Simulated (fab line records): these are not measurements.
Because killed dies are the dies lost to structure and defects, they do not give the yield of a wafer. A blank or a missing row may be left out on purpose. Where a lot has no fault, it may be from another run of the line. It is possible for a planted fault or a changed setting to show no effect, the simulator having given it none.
A struck lot beside a sound one || flow nand-harc || 14 steps out of a route of 1302
Sound: the wafers L951.2, L951.3, L951.5. Wafers L962.1, L962.2, L962.5 were the ones struck. At the end, the cause is stated.
Each step with rows lists, per side, the tool, then ch with its chambers, then its first start. Under that, the readings that differ: sound wafers || struck wafers || difference of the means || sigmas: that difference in standard deviations of wafers without a fault.
alike: same words and numbers on both sides, and readings whose means sit less than 2 such deviations apart. not compared: any withheld reading, any reading some wafer has no value for, any bound like >300 that may hide the same value, and any number with overlapping values for which the record gives no deviation.
Wherever a step has rows on one side only, a row that says differs or no value, or a row with sigmas, the two part there. When numbers do not overlap yet have no deviation, they are printed without sigmas and do not part them. A reading missing from all wafers of one side parts the sides only when that side holds two or more wafers.

NHARC_A_CHANNEL_HOLE_D2_CD_MEAS_31:
  sound: cd-sem-03 at day 14 13:17; struck: cd-sem-03 at day 19 13:23
  alike: cd-nm
NHARC_A_CHANNEL_HOLE_D2_XSEM_32:
  sound on xsem-02 ch 0, day 14 13:22; struck on xsem-02 ch 0, day 19 13:29
  alike: bot-cd-nm, bow-nm, tilt-deg
NHARC_A_CHANNEL_HOLE_D2_INSPECT_40:
  sound: defect-inspect-02 at day 14 13:28; struck: defect-inspect-01 at day 19 13:35
  alike: raw-defect-count
then, 4 steps without rows for these wafers: NHARC_A_CHANNEL_FILL_D2_PRECLEAN_00 (cleans in SC1); NHARC_A_CHANNEL_FILL_D2_SRD_01; NHARC_A_CHANNEL_FILL_D2_ALD_02 (deposits SiO2, target thk 6 nm, pulse time 10 s, ald cycles 60); NHARC_A_CHANNEL_FILL_D2_ALD_03 (deposits SiNx, target thk 6 nm, pulse time 60 s, ald cycles 58).
NHARC_A_CHANNEL_FILL_D2_ALD_14: deposits SiO2, target thk 2.5 nm, pulse time 10 s, ald cycles 25.
  sound on ald-hk-04 ch 0,3, day 14 22:17; struck on ald-hk-02 ch 0,1,2, day 19 20:50
  alike: heater-power-outer-w, heater-power-w, precursor-pulse-height-rel
NHARC_A_CHANNEL_FILL_D2_ALD_15: deposits SiNx, target thk 2 nm, pulse time 60 s, ald cycles 19.
  sound on ald-sin-batch-02 ch 0; struck on ald-sin-batch-02 ch 0
  alike: chamber-pressure-Torr, precursor-pulse-height-rel
NHARC_A_CHANNEL_FILL_D2_ALD_16: deposits SiO2, target thk 1.5 nm, pulse time 10 s, ald cycles 15.
  sound on ald-hk-02 ch 0,1,3, day 15 03:14; struck on ald-hk-02 ch 0,1,3, day 20 01:58
  alike: heater-power-outer-w, heater-power-w, precursor-pulse-height-rel
then, 2 steps without rows for these wafers: NHARC_A_CHANNEL_FILL_D2_ANNEAL_17 (time 1800 s); NHARC_A_CHANNEL_FILL_D2_CVD_18 (deposits poly-Si, target thk 3 nm).
NHARC_A_CHANNEL_FILL_D2_ETCHBACK_19: etches the open film in HBr/Cl2, target depth 5 nm, time 1.7 s.
  sound on rie-si-06 ch 0,1,2, day 15 14:37; struck on rie-si-06 ch 2,3, day 20 13:53
  no value came back on the struck wafers for any of 5 readings (bias-w (W), chamber-pressure-mTorr (mTorr) and others); on the sound wafers bias-w (W) reads 99.8 100.5 99.6
  not compared: rf-hours-counter-h
NHARC_A_CHANNEL_FILL_D2_ETCHBACK_20: etches the open film in C4F8/O2/Ar, target depth 27 nm, time 13.5 s.
  sound on rie-diel-11 ch 0,2,3, day 15 14:44; struck on rie-diel-01 ch 0,2, day 20 14:01
{"reading": "oes-product-au (a.u.)", "sound": "1.001 1.011 1.009", "struck": "0.958 0.956 0.961", "difference": -0.049, "sigmas": -2}
  alike: bias-w, chamber-pressure-mTorr, rf-vpp-V
  not compared: rf-hours-counter-h

## WHERE THEY PART
Last at NHARC_A_CHANNEL_FILL_D2_ETCHBACK_20 as far as this record goes, first at NHARC_A_CHANNEL_FILL_D2_ETCHBACK_19.

WHY: what the simulator had put in
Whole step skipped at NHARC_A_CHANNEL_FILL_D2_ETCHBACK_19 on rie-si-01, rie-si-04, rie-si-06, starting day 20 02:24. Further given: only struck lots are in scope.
